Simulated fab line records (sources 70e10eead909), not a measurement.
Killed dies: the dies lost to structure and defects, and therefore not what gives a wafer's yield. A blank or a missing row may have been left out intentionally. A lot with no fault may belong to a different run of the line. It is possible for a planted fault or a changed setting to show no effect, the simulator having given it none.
Which of the tools did it?    flow nand-harc    13 lots, 39 wafers sampled, at 5 steps of a route of 1302

## WHAT THE GAUGES READ, wafer by wafer
NHARC_THIN_TSV_CD_MEAS_37. Usual: 4999 nm for cd-nm, sd 3.1.
lot   measured      on         cd-nm (nm)      flag
L995  day 24 12:02  cd-sem-01  4999 4997 4997  
L996  day 24 19:26  cd-sem-01  5000 5000 4995  
L997  day 25 07:44  cd-sem-03  4991 4998 4994  
L100  day 26 16:53  cd-sem-02  5003 5002 5003  
L999  day 26 18:16  cd-sem-01  4996 4997 4998  
L104  day 28 06:20  cd-sem-01  4997 5000 4998  
L103  day 28 07:50  cd-sem-01  4998 4993 4994  
L105  day 29 00:59  cd-sem-03  5004 4999 4999  
L107  day 29 13:19  cd-sem-01  5000 4997 4992  
L115  day 32 17:23  cd-sem-01  5002 5003 5001  
L114  day 32 20:59  cd-sem-02  4997 4998 4998  
L116  day 33 14:21  cd-sem-01  4997 5000 4995  
L117  day 34 04:01  cd-sem-01  4996 5000 5001  

NHARC_END_SORT_01. Usual: defect-limited-yield is 91 % with standard deviation 3.5, killed-at-array is 59 with standard deviation 24, killed-at-other is 0.7 with standard deviation 1.2, killed-at-periphery is 3.5 with standard deviation 2.6, killed-dies is 63 with standard deviation 24, killed-open is 3.2 with standard deviation 2.1, and killed-short is 2.4 with standard deviation 1.5.
lot   measured      on         defect-limited-yield (%)  killed-at-array  killed-at-other  killed-at-periphery  killed-dies  killed-open  killed-short  flag
L996  day 25 06:17  prober-01  88 88 90                  78 77 67         0 1 0            5 4 2                83 82 69     4 1 1        3 3 2         
L999  day 27 00:28  prober-02  90 90 90                  63 61 65         0 1 0            3 6 6                66 68 71     5 6 4        2 3 7         
L104  day 28 12:50  prober-01  94 95 94                  39 27 34         1 0 1            2 6 8                42 33 43     1 4 7        3 1 1         
L103  day 28 20:40  prober-01  90 91 91                  60 63 60         3 0 0            3 1 3                66 64 63     1 4 3        2 1 1         
L105  day 29 10:13  prober-02  89 90 93                  42 44 46         29 25 0          3 1 0                74 70 46     5 3 5        0 1 3         OFF

## WHAT TOOL EACH LOT RAN ON (gives the tool, then ch and the chambers of the sampled wafers, and finally the start)
lot   NHARC_THIN_TSV_DEGAS_49       NHARC_THIN_TSV_PVD_51         NHARC_THIN_TSV_DESCUM_35
L995  pvd-sputter-01, day 24 07:34  pvd-sputter-01, day 24 07:50  rie-diel-10 ch 0,3, day 24 10:44
L996  pvd-sputter-01, day 24 14:52  pvd-sputter-01, day 24 15:07  rie-diel-09 ch 0,3, day 24 18:09
L997  pvd-sputter-02, day 25 03:10  pvd-sputter-02, day 25 03:28  rie-diel-11 ch 1,3, day 25 06:28
L100  pvd-sputter-01, day 26 12:25  pvd-sputter-01, day 26 12:44  rie-diel-10 ch 1,2,3, day 26 15:37
L999  pvd-sputter-02, day 26 13:48  pvd-sputter-02, day 26 14:09  rie-diel-10 ch 1,2, day 26 17:00
L104  pvd-sputter-02, day 28 01:54  pvd-sputter-02, day 28 02:11  rie-diel-11 ch 0,2,3, day 28 05:04
L103  pvd-sputter-02, day 28 03:16  pvd-sputter-02, day 28 03:32  rie-diel-09 ch 0,2,3, day 28 06:33
L105  pvd-sputter-02, day 28 20:25  pvd-sputter-02, day 28 20:41  rie-diel-09 ch 2,3, day 28 23:41
L107  pvd-sputter-01, day 29 08:43  pvd-sputter-01, day 29 08:58  rie-diel-11 ch 1,2,3, day 29 12:01
L115  pvd-sputter-03, day 32 12:48  pvd-sputter-03, day 32 13:05  rie-diel-11 ch 0,3, day 32 16:07
L114  pvd-sputter-03, day 32 16:23  pvd-sputter-03, day 32 16:40  rie-diel-11 ch 0,1,2, day 32 19:43
L116  pvd-sputter-02, day 33 09:53  pvd-sputter-02, day 33 10:10  rie-diel-11 ch 1,2,3, day 33 13:04
L117  pvd-sputter-03, day 33 23:24  pvd-sputter-03, day 33 23:41  rie-diel-09 ch 0,1, day 34 02:43
- NHARC_THIN_TSV_DEGAS_49: time 120 s.
- NHARC_THIN_TSV_PVD_51: deposits Cu, target thk 100 nm.
- NHARC_THIN_TSV_DESCUM_35: chemistry O2, time 3 s.

## AS READ BY THE TOOLS THEMSELVES (means over the sampled wafers that have a number; for cases with no such wafer, the mark the record gives instead)
NHARC_THIN_TSV_DEGAS_49. Usual: 451 W for heater-power-w, sd 40.
lot   tool            heater-power-w (W)  flag
L995  pvd-sputter-01  480                 
L996  pvd-sputter-01  477                 
L997  pvd-sputter-02  427                 
L100  pvd-sputter-01  475                 
L999  pvd-sputter-02  431                 
L104  pvd-sputter-02  427                 
L103  pvd-sputter-02  415                 
L105  pvd-sputter-02  450                 
L107  pvd-sputter-01  479                 
L115  pvd-sputter-03  459                 
L114  pvd-sputter-03  444                 
L116  pvd-sputter-02  428                 
L117  pvd-sputter-03  447                 

NHARC_THIN_TSV_PVD_51. Usual: 29.7 % for throttle-valve-pct, sd 1.
lot   tool            throttle-valve-pct (%)  flag
L995  pvd-sputter-01  29.8                    
L996  pvd-sputter-01  29.5                    
L997  pvd-sputter-02  29.2                    
L100  pvd-sputter-01  30.3                    
L999  pvd-sputter-02  29.7                    
L104  pvd-sputter-02  29.5                    
L103  pvd-sputter-02  29.1                    
L105  pvd-sputter-02  29.5                    
L107  pvd-sputter-01  30.4                    
L115  pvd-sputter-03  30.9                    
L114  pvd-sputter-03  28.8                    
L116  pvd-sputter-02  29.5                    
L117  pvd-sputter-03  29.6                    

NHARC_THIN_TSV_DESCUM_35. Usual: drypump-motor-current-A 5.8 A, standard deviation 0.64; oes-product-au 0.997 a.u., standard deviation 0.0082; rf-vpp-V 57.9 V, standard deviation 0.84; showerhead-plenum-p-Torr 1.92 Torr, standard deviation 0.076; throttle-valve-pct 11.310 %, standard deviation 0.009.
lot   tool         drypump-motor-current-A (A)  oes-product-au (a.u.)  rf-vpp-V (V)  showerhead-plenum-p-Torr (Torr)  throttle-valve-pct (%)  flag
L995  rie-diel-10  6.4                          1.004                  58.1          1.96                             11.307                  
L996  rie-diel-09  5.4                          0.998                  57.8          1.91                             11.302                  
L997  rie-diel-11  6.1                          0.998                  58.2          1.85                             11.306                  
L100  rie-diel-10  6.3                          1.002                  57.8          1.90                             11.309                  
L999  rie-diel-10  6.3                          1.002                  58.0          1.87                             11.313                  
L104  rie-diel-11  6.2                          1.004                  57.8          1.94                             11.309                  
L103  rie-diel-09  5.0                          0.999                  57.0          1.97                             11.313                  
L105  rie-diel-09  5.0                          0.993                  58.5          1.98                             11.305                  
L107  rie-diel-11  6.0                          1.004                  57.2          1.87                             11.317                  
L115  rie-diel-11  6.6                          0.995                  58.3          2.00                             11.310                  
L114  rie-diel-11  6.0                          0.996                  57.7          1.91                             11.312                  
L116  rie-diel-11  5.9                          0.995                  57.5          1.87                             11.310                  
L117  rie-diel-09  5.2                          0.999                  58.1          1.93                             11.310                  

## THE ANSWER, worked out from the rows above alone
Rule: a lot is off if the mean of its wafers that have a number lies more than 3 standard deviations from the usual mean. Also off: a lot with no number at a reading for which 4 or more lots have one. Any other lot the step has rows for is counted as sound. Order of review: gauges by route order, followed by the tools' own readings, for which a lot's mean as printed above is used. At the first step where some lot is off, the reading lying furthest off is the one used; lots without a number count as furthest.
Off at NHARC_END_SORT_01 (killed-at-other): L105. Neither off nor sound, because the step has no rows for them: L995, L997, L100, L107, L115, L114, L116, L117.
If a tool, at a process step before that reading, ran all the lots that are off and no sound lot after the first of them, it fits. Gauges at NHARC_END_SORT_01: tried the same way as those tools. Can't be told from this: 3 tools fit, pvd-sputter-02 at NHARC_THIN_TSV_DEGAS_49 and NHARC_THIN_TSV_PVD_51, rie-diel-09 at NHARC_THIN_TSV_DESCUM_35, prober-02 at NHARC_END_SORT_01.

## WHAT THE SIMULATOR PUT IN
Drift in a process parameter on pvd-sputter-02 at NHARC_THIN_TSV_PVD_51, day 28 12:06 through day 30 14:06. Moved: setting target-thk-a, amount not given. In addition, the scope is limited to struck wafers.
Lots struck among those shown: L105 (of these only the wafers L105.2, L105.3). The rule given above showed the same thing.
